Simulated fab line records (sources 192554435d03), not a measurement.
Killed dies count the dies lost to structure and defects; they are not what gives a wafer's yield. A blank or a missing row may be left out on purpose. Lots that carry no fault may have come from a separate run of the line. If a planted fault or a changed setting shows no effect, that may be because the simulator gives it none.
Matching of chambers	flow n5 finfet	rie diel-01 running N5_BEOL_M3_ETCHBACK_99: 4 sister chambers
The step etches SiO2 in CHF3, target depth 5 nm, time 10.4 s. 4 wafers are shown with their chamber, then 10 later ones without.

WAFERS, EACH WITH ITS CHAMBER
wafer	chamber	drypump motor current A (A)
L080.5	0	5.7
L091.1	3	5.4
L094.2	2	6.3
L094.3	1	5.5

WAFERS WITHOUT THEIR CHAMBER
wafer	drypump motor current A (A)
L094.5	5.4
L093.1	5.4
L093.2	6.3
L093.3	5.4
L095.1	5.5
L095.3	6.2
L095.6	5.4
L097.1	5.4
L097.3	5.5
L097.6	6.3

WHICH CHAMBER EACH ONE RAN IN
wafer	from the rows above	in truth
L094.5	3	3
L093.1	3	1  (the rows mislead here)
L093.2	2	2
L093.3	3	3
L095.1	1	1
L095.3	2	2
L095.6	3	3
L097.1	3	3
L097.3	1	1
L097.6	2	2
Placed correctly: 9 of 10. Not placeable from these rows: 0. 1 placed wrongly.
How it was worked out, from the rows above alone: a wafer's distance from a chamber is the root of the sum, over the readings, of the square of ((its reading less the chamber's mean) divided by the reading's scatter). If the next closest chamber is less than 2 further off than the closest, the wafer can't be placed; otherwise it belongs to the closest. For every chamber, the mean is computed from those of its wafers that are shown. The scatter (one wafer shown for each chamber): square how far every hidden wafer sits from the nearest shown wafer, average those squares and take the square root.
